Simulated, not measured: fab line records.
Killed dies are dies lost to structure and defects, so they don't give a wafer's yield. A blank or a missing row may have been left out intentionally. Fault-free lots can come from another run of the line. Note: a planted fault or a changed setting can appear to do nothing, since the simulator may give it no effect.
Chamber matching    flow nand_harc    rie_diel-09 running NHARC_A_BONDPAD_ETCH_34: 4 sister chambers
The step etches the open film in N2/H2, target depth 60 nm, overetch 18 nm, time 65.91 s. 4 wafers are shown with their chamber, then 8 later ones without.

== WAFERS, EACH WITH ITS CHAMBER ==
wafer   chamber  showerhead_plenum_p_Torr (Torr)
L091.4  2        1.91
L091.5  3        2.15
L092.1  0        1.93
L093.1  1        1.97

== WAFERS WHOSE CHAMBER IS MISSING ==
wafer   showerhead_plenum_p_Torr (Torr)
L093.4  2.15
L093.6  1.90
L094.1  1.90
L094.2  2.15
L094.4  1.93
L096.2  1.93
L096.5  1.90
L096.6  2.14

== WHICH CHAMBER EACH WENT THROUGH ==
wafer   from the rows above  in truth
L093.4  3                    3
L093.6  2                    2
L094.1  2                    2
L094.2  3                    3
L094.4  0                    0
L096.2  0                    0
L096.5  2                    2
L096.6  3                    3
8 of 8 placed correctly. Number that these rows cannot place: 0. Wrongly placed: 0.
How it was worked out, from the rows above alone: a wafer's distance from a chamber is the root of the sum, over the readings, of the square of ((its reading less the chamber's mean) divided by the reading's scatter). The wafer belongs to the nearest chamber; if the next one is less than 2 further off, it can't be placed. A chamber's mean is the mean of its shown wafers. The scatter: root of mean squared gap, hidden wafer to nearest shown wafer, with one shown wafer a chamber.
